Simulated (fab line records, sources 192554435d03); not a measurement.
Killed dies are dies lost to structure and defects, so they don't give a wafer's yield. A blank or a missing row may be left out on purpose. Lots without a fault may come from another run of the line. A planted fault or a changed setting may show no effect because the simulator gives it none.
fab line records | flow n5_finfet | part 1 of 2: steps 1 to 16 of 30
record lots=5 wafers=15 last_day=19
route steps=1938 shown GATE_CUT@498 MOL_CONTACT_COAG@517
lots that met no fault: from a run of the same line without faults
start_h: hours from the record's first day to the start of the lot's first wafer shown | wait_h: hours since the lot's step before | " the same as in the row above | L1.1+2: a row that stands for several wafers | - no value, or no start given | * or withheld: withheld | < > ~ a bound
route shown NAME@n: a module of which the file shows steps, and the number in the route of the first | usual: mean/standard deviation of fault-free wafers | same: alike in all rows | chamber/n: place in a boat | sites: the reading at each site | _std_site: their standard deviation | _edge_site: outer sites' mean less inner sites' | radius_mm: how far each site lies from the wafer's centre | mask NAME#n: copy n | behind: the tool/chamber that last shaped the wafer | hold: why the lot was held/for how many hours/how that ended | device: the transistor (n, p or np) that didn't switch | end of line: the same wafers' tests at the end of the route | a step without rows: its recipe alone | killed: dies lost to structure and defects at the first sort, not the wafer's yield | map: a wafer's dies, x killed, . not, _ none there
set.NAME: the setting as run; set.NAME@STEP: as run at that earlier step | model.NAME: the simulator's own value behind a step, which no gauge read
lots at some steps of the route; a table a step, a row a wafer
services: from which hour (start_h, from the record's first day; less than 0 if before it) a tool's chamber was out of use, for how many hours, and why
## steps
# step N5_GATE_CUT_STRIP_42
# recipe chemistry=O2 power_w=400 temp_c=40 pressure_mtorr=30 rf_frequency_hz=6e+07 bias_power_w=0 overash_fraction=0.3 o2_flow_sccm=225
# usual drypump_motor_current_A=5.7/0.32 o2_flow_sccm=225.0/0.64 oes_product_au=0.77/0.077 rf_vpp_V=3.6/0.42 showerhead_plenum_p_Torr=2.09/0.074 temp_c=40.00/0.11 throttle_valve_pct=16.76/0.15
# columns lot.wafer tool chamber start_h wait_h drypump_motor_current_A o2_flow_sccm oes_product_au rf_hours_counter_h rf_vpp_V showerhead_plenum_p_Torr temp_c throttle_valve_pct
L077.3 rie_diel-03 3 103.35 0.0 5.5 224.7 0.74 152 3.1 2.19 40.02 16.79
L077.4 " 2 " " 5.7 224.0 0.72 181 3.0 2.00 40.01 16.77
L077.6 " 1 " " 5.8 224.2 0.75 - 4.1 2.09 40.08 16.92
L081.2 rie_diel-02 3 127.39 0.0 5.9 225.0 0.74 166 3.8 2.01 39.84 16.63
L081.4 " 2 " " 6.0 224.8 0.88 48 3.4 2.05 39.90 16.65
L081.5 " 3 " " 5.9 225.3 0.75 - 3.2 2.01 39.86 16.64
L085.1 rie_diel-02 2 167.43 0.0 6.1 225.4 0.87 56 3.7 2.05 40.01 16.65
L085.4 " 1 " " 5.6 225.8 0.75 152 3.4 2.02 40.05 16.90
L085.5 " 2 " " 6.1 224.5 0.87 - 3.6 2.05 39.94 16.67
L086.2 rie_diel-03 1 169.30 0.0 5.7 225.5 0.73 182 4.1 2.08 39.95 16.97
L086.3 " 0 " " 5.9 224.4 0.82 92 3.4 2.19 40.06 16.64
L086.5 " 2 " " 5.7 225.7 0.69 - 3.4 2.00 40.03 16.82
L096.4 rie_diel-03 1 251.10 0.0 5.8 225.0 0.71 199 3.3 2.08 40.06 17.01
L096.5 " 1 " " 5.8 225.7 0.71 - 3.7 2.08 39.72 17.00
L096.6 " 0 " " 5.9 224.6 0.79 - 3.9 2.19 39.90 16.66
# step N5_GATE_CUT_ETCH_19
# recipe chemistry=CH3F/O2 target=SiNx mask_material=SiO2 target_depth_a=537 time_s=76.7 pressure_mtorr=30 source_w=395 bias_w=73 Ar_flow_sccm=150 CH3F_flow_sccm=30 O2_flow_sccm=20 ion_energy_ev=120 ends=cleared
# usual drypump_motor_current_A=5.7/0.32 etch_rf_on_time_s=76.7/0.95 oes_product_au=0.66/0.066 rf_vpp_V=296.7/2.4 showerhead_plenum_p_Torr=1.99/0.071 throttle_valve_pct=16.45/0.16
# columns lot.wafer tool chamber start_h wait_h drypump_motor_current_A etch_rf_on_time_s oes_product_au rf_hours_counter_h rf_vpp_V showerhead_plenum_p_Torr throttle_valve_pct
L077.3 rie_diel-03 3 103.39 0.0 5.5 77.7 0.63 152 301.4 2.09 16.49
L077.4 " 2 " " 5.7 76.6 0.61 181 297.0 1.92 16.48
L077.6 " 1 " " 5.7 77.4 0.64 - 294.8 2.01 16.65
L081.2 rie_diel-02 3 127.43 0.0 5.9 75.6 0.64 166 291.5 1.92 16.28
L081.4 " 2 " " 6.0 75.5 0.76 48 296.5 1.96 16.30
L081.5 " 3 " " 5.9 75.6 0.64 - 291.0 1.92 16.29
L085.1 rie_diel-02 2 167.47 0.0 6.1 75.6 0.74 56 297.7 1.95 16.33
L085.4 " 1 " " 5.6 77.1 0.64 152 293.6 1.91 16.55
L085.5 " 2 " " 6.0 75.4 0.73 - 296.5 1.95 16.35
L086.2 rie_diel-03 1 169.34 0.0 5.7 77.1 0.62 182 295.5 2.00 16.71
L086.3 " 0 " " 5.9 76.9 0.70 92 297.8 2.10 16.32
L086.5 " 2 " " 5.7 77.3 0.60 - 296.4 1.91 16.53
L096.4 rie_diel-03 1 251.14 0.0 5.8 77.3 0.61 199 293.6 1.99 16.73
L096.5 " 1 " " 5.8 77.9 0.60 - 295.1 1.99 16.72
L096.6 " 0 " " 5.9 76.9 0.67 - 297.6 2.09 16.38
# step N5_GATE_CUT_CUT_ETCH_53
# recipe chemistry=SF6/Cl2 target=W mask_material=SiO2 target_depth_a=792 pressure_mtorr=8 icp_w=900 bias_w=80 SF6_flow_sccm=40 Cl2_flow_sccm=60 ends=cleared
# usual drypump_motor_current_A=6.0/0.44 etch_rf_on_time_s=26.1/0.37 oes_product_au=0.69/0.11 throttle_valve_pct=28.85/0.24
# columns lot.wafer tool chamber start_h wait_h drypump_motor_current_A etch_rf_on_time_s oes_product_au rf_hours_counter_h throttle_valve_pct
L077.3 rie_metal-01 0 103.52 0.1 6.8 26.4 0.53 - 28.93
L077.4 " 1 " " 6.1 26.2 0.73 - 28.54
L077.6 " 1 " " 6.2 26.2 0.72 - 28.53
L081.2 rie_metal-02 0 127.54 0.1 5.6 26.5 0.58 108 28.73
L081.4 " 1 " " 6.0 25.9 0.79 - 29.22
L081.5 " 1 " " 6.0 25.8 0.79 - 29.20
L085.1 rie_metal-02 0 167.58 0.1 5.6 26.6 0.57 112 28.72
L085.4 " 1 " " 6.1 26.0 0.77 - 29.21
L085.5 " 0 " " 5.7 26.6 0.57 - 28.76
L086.2 rie_metal-01 0 169.45 0.1 6.8 25.6 0.90 0 28.80
L086.3 " 0 " " 6.8 25.7 0.90 - 28.79
L086.5 " 1 " " 6.2 26.0 0.71 - 28.55
L096.4 rie_metal-02 0 251.27 0.1 5.6 26.4 0.57 - 28.74
L096.5 " 0 " " 5.7 26.3 0.57 - 28.74
L096.6 " 1 " " 6.0 25.9 0.76 - 29.25
# step N5_GATE_CUT_CUT_ETCH_54
# recipe chemistry=Cl2/BCl3 target=TiN mask_material=SiO2 target_depth_a=967 pressure_mtorr=10 icp_w=1000 bias_w=126 Cl2_flow_sccm=53.25 bcl3_flow_sccm=21.75 Ar_flow_sccm=25 ends=cleared
# usual drypump_motor_current_A=6.0/0.44 etch_rf_on_time_s=36.4/0.54 oes_product_au=0.69/0.11 throttle_valve_pct=22.22/0.19
# columns lot.wafer tool chamber start_h wait_h drypump_motor_current_A etch_rf_on_time_s oes_product_au rf_hours_counter_h throttle_valve_pct
L077.3 rie_metal-01 0 103.58 0.0 6.7 36.6 0.53 - 22.40
L077.4 " 1 " " 6.2 36.5 0.73 - 21.93
L077.6 " 1 " " 6.2 36.6 0.73 - 21.92
L081.2 rie_metal-02 0 127.60 0.0 5.6 37.0 0.58 108 22.20
L081.4 " 1 " " 6.0 36.2 0.79 - 22.46
L081.5 " 1 " " 6.1 36.1 0.78 - 22.48
L085.1 rie_metal-02 0 167.64 0.0 5.6 37.5 0.57 112 22.20
L085.4 " 1 " " 6.0 36.3 0.77 - 22.47
L085.5 " 0 " " 5.6 37.2 0.57 - 22.22
L086.2 rie_metal-01 0 169.51 0.0 6.7 35.9 0.89 0 22.17
L086.3 " 0 " " 6.8 35.8 0.90 - 22.15
L086.5 " 1 " " 6.1 36.7 0.71 - 21.94
L096.4 rie_metal-02 0 251.33 0.0 5.7 37.1 0.57 - 22.23
L096.5 " 0 " " 5.6 36.7 0.58 - 22.21
L096.6 " 1 " " 6.0 36.5 0.75 - 22.48
# step N5_GATE_CUT_CUT_ETCH_55
# recipe chemistry=BCl3 target=HfO2 mask_material=SiO2 target_depth_a=32 ion_energy_ev=30 pressure_mtorr=5 icp_w=450 bias_w=18 bcl3_flow_sccm=80
# usual drypump_motor_current_A=6.0/0.44 oes_product_au=0.77/0.12 throttle_valve_pct=33.07/0.3
# columns lot.wafer tool chamber start_h wait_h drypump_motor_current_A oes_product_au rf_hours_counter_h throttle_valve_pct
L077.3 rie_metal-01 0 103.63 0.0 6.8 0.58 - 33.12
L077.4 " 1 " " 6.2 0.80 - 32.80
L077.6 " 1 " " 6.2 0.80 - 32.78
L081.2 rie_metal-02 0 127.66 0.0 5.6 0.64 108 32.86
L081.4 " 1 " " 6.1 0.88 - 33.52
L081.5 " 1 " " 6.0 0.88 - 33.53
L085.1 rie_metal-02 0 167.70 0.0 5.7 0.64 112 32.89
L085.4 " 1 " " 6.0 0.86 - 33.54
L085.5 " 0 " " 5.6 0.64 - 32.88
L086.2 rie_metal-01 0 169.57 0.0 6.7 0.99 0 33.09
L086.3 " 0 " " 6.7 0.99 - 33.11
L086.5 " 1 " " 6.1 0.80 - 32.81
L096.4 rie_metal-02 0 251.38 0.0 5.7 0.63 - 32.88
L096.5 " 0 " " 5.7 0.63 - 32.87
L096.6 " 1 " " 6.0 0.84 - 33.52
# step N5_GATE_CUT_ETCH_47
# recipe chemistry=Cl2/BCl3 target=SiO2 target_depth_a=100 pressure_mtorr=10 icp_w=1000 bias_w=126 Cl2_flow_sccm=53.25 bcl3_flow_sccm=21.75 Ar_flow_sccm=25
# usual drypump_motor_current_A=6.0/0.44 oes_product_au=0.77/0.12 throttle_valve_pct=22.76/0.2
# columns lot.wafer tool chamber start_h wait_h drypump_motor_current_A oes_product_au rf_hours_counter_h throttle_valve_pct
L077.3 rie_metal-01 0 103.66 0.0 6.8 0.58 - 22.95
L077.4 " 1 " " 6.2 0.82 - 22.46
L077.6 " 1 " " 6.2 0.82 - 22.47
L081.2 rie_metal-02 0 127.69 0.0 5.6 0.64 108 22.73
L081.4 " 1 " " 6.0 0.87 - 23.01
L081.5 " 1 " " 6.1 0.87 - 23.02
L085.1 rie_metal-02 0 167.73 0.0 5.6 0.64 112 22.73
L085.4 " 1 " " 6.0 0.85 - 23.02
L085.5 " 0 " " 5.6 0.63 - 22.76
L086.2 rie_metal-01 0 169.60 0.0 6.8 1.00 0 22.71
L086.3 " 0 " " 6.8 0.99 - 22.70
L086.5 " 1 " " 6.1 0.80 - 22.47
L096.4 rie_metal-02 0 251.41 0.0 5.6 0.63 - 22.73
L096.5 " 0 " " 5.6 0.63 - 22.73
L096.6 " 1 " " 6.0 0.84 - 23.02
# step N5_GATE_CUT_VAPOR_ETCH_48
# recipe chemistry=BCl3/Cl2 target=TiN mode=isotropic
# usual drypump_motor_current_A=6.0/0.44 oes_product_au=0.77/0.12
# columns lot.wafer tool chamber start_h wait_h drypump_motor_current_A oes_product_au
L077.3 rie_metal-01 0 103.69 0.0 6.8 0.59
L077.4 " 1 " " 6.2 0.80
L077.6 " 1 " " 6.2 0.81
L081.2 rie_metal-02 0 127.72 0.0 5.6 0.65
L081.4 " 1 " " 6.0 0.89
L081.5 " 1 " " 6.0 0.88
L085.1 rie_metal-02 0 167.76 0.0 5.7 0.63
L085.4 " 1 " " 6.1 0.85
L085.5 " 0 " " 5.6 0.64
L086.2 rie_metal-01 0 169.63 0.0 6.8 0.99
L086.3 " 0 " " 6.8 0.99
L086.5 " 1 " " 6.1 0.79
L096.4 rie_metal-02 0 251.44 0.0 5.6 0.63
L096.5 " 0 " " 5.6 0.62
L096.6 " 1 " " 6.0 0.83
# step N5_GATE_CUT_VAPOR_ETCH_49
# recipe chemistry=BCl3/Cl2 target=TiAlC mode=isotropic
# usual drypump_motor_current_A=6.0/0.44 oes_product_au=0.77/0.12
# columns lot.wafer tool chamber start_h wait_h drypump_motor_current_A oes_product_au
L077.3 rie_metal-01 0 103.72 0.0 6.7 0.59
L077.4 " 1 " " 6.2 0.81
L077.6 " 1 " " 6.2 0.82
L081.2 rie_metal-02 0 127.75 0.0 5.6 0.64
L081.4 " 1 " " 6.0 0.88
L081.5 " 1 " " 6.0 0.88
L085.1 rie_metal-02 0 167.79 0.0 5.7 0.63
L085.4 " 1 " " 6.0 0.85
L085.5 " 0 " " 5.6 0.63
L086.2 rie_metal-01 0 169.66 0.0 6.7 0.99
L086.3 " 0 " " 6.7 0.99
L086.5 " 1 " " 6.1 0.79
L096.4 rie_metal-02 0 251.47 0.0 5.6 0.63
L096.5 " 0 " " 5.7 0.63
L096.6 " 1 " " 6.0 0.83
# step N5_GATE_CUT_VAPOR_ETCH_51
# recipe chemistry=BCl3/Cl2 target=HfO2 mode=isotropic
# usual drypump_motor_current_A=6.0/0.44 oes_product_au=0.77/0.12
# columns lot.wafer tool chamber start_h wait_h drypump_motor_current_A oes_product_au
L077.3 rie_metal-01 0 103.75 0.0 6.7 0.59
L077.4 " 1 " " 6.2 0.82
L077.6 " 1 " " 6.2 0.81
L081.2 rie_metal-02 0 127.78 0.0 5.6 0.64
L081.4 " 1 " " 6.0 0.88
L081.5 " 1 " " 6.0 0.87
L085.1 rie_metal-02 0 167.82 0.0 5.6 0.64
L085.4 " 1 " " 6.0 0.86
L085.5 " 0 " " 5.6 0.64
L086.2 rie_metal-01 0 169.69 0.0 6.8 0.99
L086.3 " 0 " " 6.8 0.98
L086.5 " 1 " " 6.2 0.79
L096.4 rie_metal-02 0 251.50 0.0 5.7 0.63
L096.5 " 0 " " 5.6 0.64
L096.6 " 1 " " 6.0 0.84
# step N5_GATE_CUT_STRIP_21
# recipe chemistry=N2/H2 time_s=30 power_w=1000 temp_c=250 pressure_mtorr=withheld n2_flow_sccm=1750 h2_flow_sccm=3250
# usual drypump_motor_current_A=5.96/0.19 heater_power_w=340/33 temp_c=250.00/0.18
# columns lot.wafer tool chamber start_h wait_h drypump_motor_current_A heater_power_w rf_hours_counter_h temp_c
L077.3 plasma_asher-02 1 103.81 0.1 5.75 404 - 249.66
L077.4 " 0 " " 5.91 330 - 249.96
L077.6 " 1 " " 5.72 399 - 249.80
L081.2 plasma_asher-02 1 127.83 0.0 5.75 395 44 250.19
L081.4 " 1 " " 5.73 410 - 250.16
L081.5 " 0 " " 5.92 334 - 249.90
L085.1 plasma_asher-01 1 167.87 0.0 6.24 327 106 250.16
L085.4 " 0 " " 5.85 317 - 250.16
L085.5 " 1 " " 6.25 323 - 249.78
L086.2 plasma_asher-01 1 169.74 0.0 6.25 322 107 250.01
L086.3 " 0 " " 5.86 316 - 250.09
L086.5 " 0 " " 5.83 318 - 250.00
L096.4 plasma_asher-01 1 251.56 0.1 6.24 320 - 249.93
L096.5 " 1 " " 6.22 321 - 250.19
L096.6 " 0 " " 5.85 312 - 249.91
# step N5_GATE_CUT_STRIP_29
# recipe chemistry=post_etch_residue_remover time_s=60 temp_c=25 remover_ph=withheld remover_water_wt_pct=withheld remover_fluoride_wt_pct=withheld
# usual temp_c=25.00/0.1
# columns lot.wafer tool chamber start_h wait_h temp_c
L077.3 wet_bench-06 6 103.88 0.1 25.00
L077.4 " 4 " " 24.99
L077.6 " 0 " " 24.88
L081.2 wet_bench-03 6 127.92 0.1 25.02
L081.4 " 1 " " 24.84
L081.5 " 5 " " 25.04
L085.1 wet_bench-03 7 167.95 0.1 24.98
L085.4 " 4 " " 25.21
L085.5 " 6 " " 24.90
L086.2 wet_bench-01 1 169.82 0.1 24.91
L086.3 " 3 " " 24.96
L086.5 " 2 " " 24.95
L096.4 wet_bench-01 6 251.63 0.0 25.06
L096.5 " 2 " " 24.82
L096.6 " 3 " " 25.15
# step N5_GATE_CUT_SRD_52
# recipe dry=ipa_marangoni time_s=30 temp_c=23 rinse_liquid=diw
# usual temp_c=23.01/0.11
# columns lot.wafer tool chamber start_h wait_h temp_c
L077.3 wet_bench-06 6 103.90 0.0 22.94
L077.4 " 4 " " 23.04
L077.6 " 0 " " 23.13
L081.2 wet_bench-03 6 127.94 0.0 23.11
L081.4 " 1 " " 22.90
L081.5 " 5 " " 23.02
L085.1 wet_bench-03 7 167.97 0.0 22.74
L085.4 " 4 " " 23.08
L085.5 " 6 " " 23.04
L086.2 wet_bench-01 1 169.84 0.0 23.02
L086.3 " 3 " " 22.78
L086.5 " 2 " " 23.01
L096.4 wet_bench-01 6 251.65 0.0 23.04
L096.5 " 2 " " 23.12
L096.6 " 3 " " 22.93
# step N5_GATE_CUT_ALD_22
# recipe material=SiNx target_thk_a=160 temp_c=400 ald_precursor_family=SiH2I2 ald_co_reactant=N2/H2-plasma pulse_time_s=1 ald_cycles=320 purge_time_s=2 co_reactant_purge_time_s=2 pressure_torr=2
# usual heater_power_w=843/100 precursor_pulse_height_rel=1.002/0.02
# columns lot.wafer tool chamber start_h wait_h heater_power_w precursor_pulse_height_rel
L077.3 ald_sin-04 0 104.33 0.4 733 0.991
L077.4 " 1 " " 862 0.999
L077.6 " 1 " " 864 1.017
L081.2 ald_sin-03 1 127.99 0.0 833 0.983
L081.4 " 3 " " 700 1.011
L081.5 " 0 " " 839 0.991
L085.1 ald_sin-03 0 168.02 0.0 821 0.983
L085.4 " 1 " " 862 1.003
L085.5 " 2 " " 1053 1.005
L086.2 ald_sin-02 2 169.89 0.0 771 1.004
L086.3 " 3 " " 840 1.003
L086.5 " 2 " " 767 1.015
L096.4 ald_sin-02 2 253.52 1.8 744 0.980
L096.5 " 3 " " 802 1.021
L096.6 " 2 " " 721 1.023
# step N5_GATE_CUT_CMP_23
# recipe stop_on=SiO2 t_overpolish_s=23.4 post_cmp_clean=alkaline_brush down_force_psi=2.5 platen_rpm=51.8 pad_velocity_m_s=1.0307 target_thk_nm=16
# usual head_pressure_psi=2.500/0.0053 motor_current_A=9.4/1.1 overpolish_run_s=23.401/0.0083 pad_life_wafers=1223/620 slurry_filter_dp_kPa=13.51/0.13 time_to_endpoint_s=19.4/2.4
# columns lot.wafer tool chamber start_h wait_h head_pressure_psi motor_current_A overpolish_run_s pad_life_wafers slurry_filter_dp_kPa time_to_endpoint_s
L077.4 cmp-04 3 105.90 0.8 2.499 9.2 23.408 1850 13.48 19.1
L077.3 " 0 " " 2.494 8.8 23.398 1851 13.36 20.6
L077.6 " 1 " " 2.502 9.6 23.402 - 13.52 19.8
L081.4 cmp-01 1 129.51 0.8 2.504 9.9 23.414 1195 13.34 19.9
L081.2 " 3 " " 2.492 8.1 23.403 1197 13.54 20.5
L081.5 " 0 " " 2.489 8.1 23.421 - 13.43 20.8
L085.1 cmp-03 2 169.55 0.8 2.503 9.1 23.396 1741 13.40 21.5
L085.4 " 0 " " 2.500 10.3 23.400 1743 13.64 20.7
L085.5 " 2 " " 2.502 8.8 23.403 - 13.48 21.5
L086.3 cmp-04 3 171.38 0.8 2.499 9.6 23.395 84 13.71 21.4
L086.2 " 2 " " 2.499 8.7 23.407 87 13.51 21.4
L086.5 " 3 " " 2.499 9.5 23.397 - 13.54 21.3
L096.4 cmp-01 1 255.04 0.8 2.496 9.7 23.400 1921 13.34 17.6
L096.5 " 0 " " 2.494 8.7 23.411 - 13.71 21.2
L096.6 " 1 " " 2.498 10.1 23.397 - 13.45 18.4
# step N5_GATE_CUT_THK_MEAS_24
# recipe reads=SiO2_of_GATE_CUT_HM_DEP_46+SiO2_flowable_of_ILD0_FCVD_FILL_01
# usual GC_FILL_THK=219.3/2
# columns lot.wafer tool chamber start_h wait_h GC_FILL_THK[nm]
L077.3 film_metro-02 - 106.12 - 219.1
L077.4 " - " " 219.9
L077.6 " - " " 222.2
L081.2 film_metro-01 - 129.77 - 218.1
L081.4 " - " " 218.4
L081.5 " - " " 215.8
L085.1 film_metro-01 - 169.81 - 222.2
L085.4 " - " " 219.2
L085.5 " - " " 222.2
L086.2 film_metro-01 - 171.68 - 218.4
L086.3 " - " " 219.3
L086.5 " - " " 221.0
L096.4 film_metro-02 - 255.30 - 221.1
L096.5 " - " " 222.4
L096.6 " - " " 218.5
# step N5_GATE_CUT_CMP_43
# recipe material=SiO2 post_cmp_clean=rinse_only
# usual motor_current_A=13.2/1.9 pad_life_wafers=1367/580 slurry_filter_dp_kPa=13.50/0.13
# columns lot.wafer tool chamber start_h wait_h motor_current_A pad_life_wafers slurry_filter_dp_kPa
L077.4 cmp-01 1 106.15 0.0 13.0 996 13.50
L077.3 " 3 " " 10.9 998 13.60
L077.6 " 1 " " 12.6 - 13.28
L081.2 cmp-03 0 129.96 0.2 14.0 1466 13.57
L081.4 " 1 " " 17.5 1467 13.37
L081.5 " 2 " " 11.9 - 13.55
L085.1 cmp-03 0 169.92 0.1 13.6 1747 13.40
L085.4 " 1 " " 17.8 1748 13.71
L085.5 " 3 " " 13.2 - 13.55
L086.2 cmp-03 0 171.70 0.0 13.6 1758 13.53
L086.3 " 2 " " 12.5 1760 13.65
L086.5 " 1 " " 17.3 - 13.50
L096.4 cmp-03 3 255.57 0.3 13.8 1995 13.53
L096.6 " 0 " " 12.8 - 13.20
L096.5 " 1 " " 17.8 - 13.32
